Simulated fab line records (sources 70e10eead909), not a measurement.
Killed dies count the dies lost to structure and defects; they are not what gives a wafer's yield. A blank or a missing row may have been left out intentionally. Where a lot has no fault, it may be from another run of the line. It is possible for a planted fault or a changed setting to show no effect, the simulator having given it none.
A struck lot beside a sound one	flow nand_harc	20 out of 1302 route steps
Sound: these wafers, L171.2, L171.3, L171.5. Struck: wafers L190.2, L190.3, L190.6. The cause is given at the end.
For every step that has rows: the tool of each side, followed by ch and its chambers, followed by its first start. Under that, the readings that differ: sound wafers	struck wafers	difference of the means	sigmas: that difference in standard deviations of wafers without a fault.
alike: words and numbers the same on both sides, and readings whose means are apart by under 2 such deviations; not compared: readings that were withheld, readings missing a value for some wafer, numbers with overlapping values and no deviation given by the record, and bounds like >300 which may hide the same value.
A row with sigmas, a row that says differs or no value, or rows on one side alone: a step with any of these is where the two part. Non-overlapping numbers with no deviation appear without sigmas and do not part them. Lack of a reading on every wafer of one side parts them only where that side has two or more wafers.

NHARC_A_ONON_D1_INSPECT_32:
  sound on defect_inspect-02, day 8 20:17; struck on defect_inspect-02, day 16 14:25
  alike: raw_defect_count
NHARC_A_CHANNEL_HOLE_D1_DEP_00: deposits aC, target thk 3100 nm.
  sound on acl_dep-03 ch 0, day 8 21:14; struck on acl_dep-03 ch 0, day 16 15:26
  alike: throttle_valve_pct
NHARC_A_CHANNEL_HOLE_D1_DEP_01: deposits SiON, target thk 140 nm.
  sound on pecvd-01 ch 1,2, day 8 22:52; struck on pecvd-01 ch 0,2, day 16 17:01
  alike: heater_power_outer_w, heater_power_w
then, 9 steps without rows for these wafers: NHARC_A_CHANNEL_HOLE_D1_DEHYDRATE_02 (time 120 s); NHARC_A_CHANNEL_HOLE_D1_HMDS_03 (time 30 s); NHARC_A_CHANNEL_HOLE_D1_COAT_36 (time 75 s); NHARC_A_CHANNEL_HOLE_D1_COAT_37 (time 65 s); NHARC_A_CHANNEL_HOLE_D1_COAT_04 (resist thk 90 nm); NHARC_A_CHANNEL_HOLE_D1_SOFTBAKE_05 (time 55 s); NHARC_A_CHANNEL_HOLE_D1_EBR_06; NHARC_A_CHANNEL_HOLE_D1_EXPOSE_07 (exposes mask HOLE D1, target cd 100 nm); NHARC_A_CHANNEL_HOLE_D1_PEB_08 (peb time 65 s).
NHARC_A_CHANNEL_HOLE_D1_DEVELOP_09: develop time 35 s.
  sound on litho_track-01 ch 0, day 8 23:00; struck on litho_track-01 ch 0, day 16 17:00
  alike: developer_temp_C
NHARC_A_CHANNEL_HOLE_D1_CD_MEAS_10: target cd 100 nm.
  sound on cd_sem-02 ch 0, day 8 23:35; struck on cd_sem-02 ch 0, day 16 17:44
reading	sound	struck	difference	sigmas
cd_nm (nm)	100.2 99.7 101.1	98.8 98.1 98.0	-2.0	-4
  not compared: hold
NHARC_A_CHANNEL_HOLE_D1_OVL_MEAS_11:
  sound on overlay-02, day 8 23:40; struck on overlay-01, day 16 17:49
reading	sound	struck	difference	sigmas
overlay_x_nm (nm)	-1.3 -1.2 -1.6	0.3 0.4 0.5	+1.8	+3
  alike: overlay_y_nm
  not compared: hold
NHARC_A_CHANNEL_HOLE_D1_INSPECT_12:
  sound on defect_inspect-02, day 8 23:43; struck on defect_inspect-02, day 16 17:52
  alike: raw_defect_count
NHARC_A_CHANNEL_HOLE_D1_DESCUM_15: chemistry O2, time 3 s.
  sound on rie_diel-12 ch 0,2, day 8 23:46; struck on rie_diel-06 ch 0,2, day 16 17:56
reading	sound	struck	difference	sigmas
drypump_motor_current_A (A)	5.9 6.1 6.0	6.0 5.0 5.0	-0.7	-2
oes_product_au (a.u.)	1.009 1.014 1.002	0.980 0.969 0.982	-0.031	-3
model.A_CHANNEL_HOLE_D1.cd_nm (nm)	100.6 100.1 101.4	99.46 98.8 98.49	-1.78	
  alike: rf_vpp_V, showerhead_plenum_p_Torr, throttle_valve_pct
  not compared: rf_hours_counter_h
NHARC_A_CHANNEL_HOLE_D1_ETCH_38: etches the open film in CF4, target depth 39 nm, time 65 s.
  sound on rie_diel-12 ch 2,3, day 8 23:51; struck on rie_diel-06 ch 0,1,3, day 16 18:01
reading	sound	struck	difference	sigmas
model.A_CHANNEL_HOLE_D1.cd_nm (nm)	100.4 99.98 101.2	99.3 99.32 98.77	-1.4	
  alike: cf4_flow_sccm, drypump_motor_current_A, oes_product_au, rf_vpp_V, showerhead_plenum_p_Torr, throttle_valve_pct
  not compared: rf_hours_counter_h
NHARC_A_CHANNEL_HOLE_D1_ETCH_39: etches the open film in N2/H2, target depth 260 nm, time 325 s.
  sound: rie_diel-12 ch 0,2,3; struck: rie_diel-06 ch 0,3
  alike: drypump_motor_current_A, oes_product_au, rf_vpp_V, showerhead_plenum_p_Torr, throttle_valve_pct
  not compared: rf_hours_counter_h
-- break in the record here, with 16 days between the starts of the struck wafers on either side (left off in module A_CHANNEL_HOLE_D1, picked up again in module END, where the first step shown is number 1302 on the route) --
NHARC_END_SORT_01:
  only the struck wafers appear in the record here, on prober-02 ch 0 at day 32 12:20; the sound ones have no rows

## WHERE THEY PART
At NHARC_A_CHANNEL_HOLE_D1_CD_MEAS_10 first; at NHARC_END_SORT_01 last (within this record only).

WHY: what the simulator had put in
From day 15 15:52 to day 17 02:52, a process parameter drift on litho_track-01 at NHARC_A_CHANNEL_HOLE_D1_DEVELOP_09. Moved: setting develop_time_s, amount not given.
